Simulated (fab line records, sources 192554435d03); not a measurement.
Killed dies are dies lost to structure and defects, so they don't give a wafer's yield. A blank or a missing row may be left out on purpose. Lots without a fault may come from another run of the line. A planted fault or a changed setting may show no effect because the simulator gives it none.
Chamber matching | flow n5_finfet | N5_HKMG_FIN_ETCH_55 on rie_diel-06: 4 sister chambers
The step etches SOC in N2/H2, target depth 240 nm, time 300 s. 4 wafers are shown with their chamber, then 10 later ones without.

WAFERS WITH THEIR CHAMBER
wafer  | chamber | showerhead_plenum_p_Torr (Torr)
L091.3 | 1       | 2.69
L092.2 | 2       | 2.44
L093.1 | 3       | 2.41
L093.5 | 0       | 2.54

WAFERS WITHOUT THEIR CHAMBER
wafer  | showerhead_plenum_p_Torr (Torr)
L093.6 | 2.41
L094.1 | 2.44
L094.3 | 2.54
L094.4 | 2.41
L095.2 | 2.41
L095.4 | 2.44
L095.5 | 2.69
L097.3 | 2.69
L097.4 | 2.54
L097.6 | 2.43

WHICH CHAMBER EACH WENT THROUGH
wafer  | from the rows above | in truth
L093.6 | 3                   | 3
L094.1 | 2                   | 2
L094.3 | 0                   | 0
L094.4 | 3                   | 3
L095.2 | 3                   | 3
L095.4 | 2                   | 2
L095.5 | 1                   | 1
L097.3 | 1                   | 1
L097.4 | 0                   | 0
L097.6 | 2                   | 2
Placed correctly: 10 of 10. Can't be placed from these rows: 0. Placed wrongly: 0.
How it was worked out, from the rows above alone: a wafer's distance from a chamber is the root of the sum, over the readings, of the square of ((its reading less the chamber's mean) divided by the reading's scatter). The wafer belongs to the nearest chamber; if the next one is less than 2 further off, it can't be placed. A chamber's mean is the mean of its shown wafers. The scatter: with one shown wafer a chamber, the root of the mean of the squares of how far each hidden wafer lies from its nearest shown one.
